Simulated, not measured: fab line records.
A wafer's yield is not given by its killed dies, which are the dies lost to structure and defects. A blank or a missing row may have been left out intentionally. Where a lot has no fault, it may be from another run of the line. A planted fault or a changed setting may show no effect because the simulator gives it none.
2 desks, one fault | flow n5 finfet | each desk holds nothing but its own numbers, with what lay behind them at the end

## FROM THE METROLOGY DESK
Means of the sampled wafers that have a number, per lot and without regard to the tool the lot ran on: this is what the gauges read. If a lot's mean is further than 4 standard deviations from the usual mean, the lot is out of limits and carries the mark OUT (the distance appears in the brackets).
Columns: A = cd nm at N5_BEOL_M12_CD_MEAS_17, usual 139.0 nm
lot  | first seen here | A
L565 | day 11 12:05    | 133.0
L566 | day 11 19:46    | 143.4
L567 | day 11 22:04    | 142.1
L574 | day 13 13:38    | 142.4
L575 | day 13 14:49    | 136.8
L576 | day 14 06:04    | 137.7
L577 | day 15 02:01    | 136.5
L582 | day 15 03:11    | 138.0
L581 | day 15 07:05    | 143.2
L587 | day 17 03:58    | 136.8
This desk's finding: nothing out of limits on any of the 10 lots.

## DESK OF THE TOOL OWNER: pvd sputter-01
The tool's own readings at N5_BEOL_M12_SPUTTER_44 (material Ta, target thk 10 nm, time 16.13 s): means of the sampled wafers that have a number, for each lot that ran on this tool. If a lot's mean is further than 4 standard deviations from the usual mean, the lot is out of limits and carries the mark OUT (the distance appears in the brackets).
Columns: A = cathode dc power W at N5_BEOL_M12_SPUTTER_44, usual 15000 W; B = susceptor temp C at N5_BEOL_M12_SPUTTER_44, usual 50.01 C; C = throttle valve pct at N5_BEOL_M12_SPUTTER_44, usual 30.3 %
lot  | first seen here | A                       | B     | C
L565 | day 11 13:44    | 15002                   | 49.93 | 30.0
L566 | day 12 01:21    | 15000                   | 49.89 | 30.3
L575 | day 13 23:10    | 14999                   | 49.96 | 30.5
L576 | day 14 16:02    | 11046 (-99 or more) OUT | 50.01 | 29.4
L582 | day 15 06:47    | 11045 (-99 or more) OUT | 50.10 | 29.4
This desk finds L576, L582 out of limits, L576 being first, at day 14 16:02 (cathode dc power W at N5_BEOL_M12_SPUTTER_44). In limits: L565, L566, L575.

## BROUGHT TOGETHER
An alarm could have come from the tool owner's desk at day 14 16:02, on L576, L582.
Metrology desk: nothing out of limits seen.
The metrology desk has L576, L582 on record, within its limits.
All the named lots went through N5_BEOL_M12_SPUTTER_44 on pvd sputter-01.

## WHAT HAD BEEN PUT IN BY THE SIMULATOR
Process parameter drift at N5_BEOL_M12_SPUTTER_44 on pvd sputter-01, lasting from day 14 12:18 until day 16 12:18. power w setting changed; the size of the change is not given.
Lots struck among those shown: L576, L582.
Delay in hours, fault start to first out-of-limits reading, by desk: the tool owner's desk at 4.
